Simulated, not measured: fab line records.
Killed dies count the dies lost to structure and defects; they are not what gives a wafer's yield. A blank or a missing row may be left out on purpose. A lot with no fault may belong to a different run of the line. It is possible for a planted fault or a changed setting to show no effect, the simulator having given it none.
A single fault, viewed from 3 desks :: flow n5_finfet :: numbers are kept per desk, each desk with only its own; the story behind them comes last

## THE DEFECT DESK
Counts from the inspections along the route, per lot, as means over the sampled wafers that have a number. Any lot whose mean is over 4 standard deviations away from the usual mean is out of limits and marked OUT; that distance is given in the brackets.
Columns: A = raw_defect_count at N5_BEOL_M11_INSPECT_30, usual 457
lot: L853
first seen here: day 10 09:33
A: 544

lot: L855
first seen here: day 11 10:35
A: 698

lot: L861
first seen here: day 13 06:49
A: 458

lot: L865
first seen here: day 13 20:17
A: 389

lot: L870
first seen here: day 15 12:57
A: 396

lot: L873
first seen here: day 16 05:37
A: 349
This desk's finding: nothing out of limits on any of the 6 lots.

## METROLOGY DESK
Means of the sampled wafers that have a number, per lot and without regard to the tool the lot ran on: this is what the gauges read. Any lot whose mean is over 4 standard deviations away from the usual mean is out of limits and marked OUT; that distance is given in the brackets.
Columns: A = cd_nm at N5_BEOL_M11_CD_MEAS_28, usual 70.2 nm; B = V10_OVL at N5_BEOL_M11_OVL_MEAS_29, usual 0.4 nm
lot: L853
first seen here: day 10 09:29
A: 71.3
B: 1.0

lot: L855
first seen here: day 11 10:31
A: 70.6
B: 0.0

lot: L861
first seen here: day 13 06:46
A: 69.5
B: 1.6

lot: L865
first seen here: day 13 20:14
A: 67.7
B: -0.4

lot: L870
first seen here: day 15 12:53
A: 70.4
B: 1.2

lot: L873
first seen here: day 16 05:34
A: 71.0
B: -0.2
This desk's finding: nothing out of limits on any of the 6 lots.

## FOR THE TOOL OWNER'S DESK: rie_diel-03
The tool's own readings at N5_BEOL_M11_VIA_ETCH_34 (etches SiCOH lowk in C4F6/O2, target depth 184.5 nm, time 69.2 s): means of the sampled wafers that have a number, for each lot that ran on this tool. Any lot whose mean is over 4 standard deviations away from the usual mean is out of limits and marked OUT; that distance is given in the brackets.
Columns: A = C4F6_flow_sccm at N5_BEOL_M11_VIA_ETCH_34, usual 10.00 sccm; B = drypump_motor_current_A at N5_BEOL_M11_VIA_ETCH_34, usual 5.8 A; C = oes_o_777_au at N5_BEOL_M11_VIA_ETCH_34, usual 0.79 a.u.; D = oes_product_au at N5_BEOL_M11_VIA_ETCH_34, usual 0.78 a.u.; E = rf_vpp_V at N5_BEOL_M11_VIA_ETCH_34, usual 668 V; F = showerhead_plenum_p_Torr at N5_BEOL_M11_VIA_ETCH_34, usual 2.82 Torr; G = throttle_valve_pct at N5_BEOL_M11_VIA_ETCH_34, usual 20.80 %
lot: L855
first seen here: day 11 11:02
A: 10.03
B: 5.7
C: 0.80
D: 0.79
E: 667
F: 2.88
G: 20.72

lot: L861
first seen here: day 13 07:04
A: 10.01
B: 5.4
C: 0.88
D: 0.94
E: 677
F: 2.81
G: 20.81

lot: L865
first seen here: day 13 20:42
A: 10.01
B: 5.1
C: 0.87
D: 0.98
E: 677
F: 2.89
G: 20.70
This desk's finding: nothing out of limits on any of the 3 lots.

## PUT TOGETHER
No out-of-limits result turned up at the defect desk.
From the metrology desk's view, nothing was out of limits.
The desk of the tool owner found nothing out of limits.

## WHAT THE SIMULATOR HAD PUT IN
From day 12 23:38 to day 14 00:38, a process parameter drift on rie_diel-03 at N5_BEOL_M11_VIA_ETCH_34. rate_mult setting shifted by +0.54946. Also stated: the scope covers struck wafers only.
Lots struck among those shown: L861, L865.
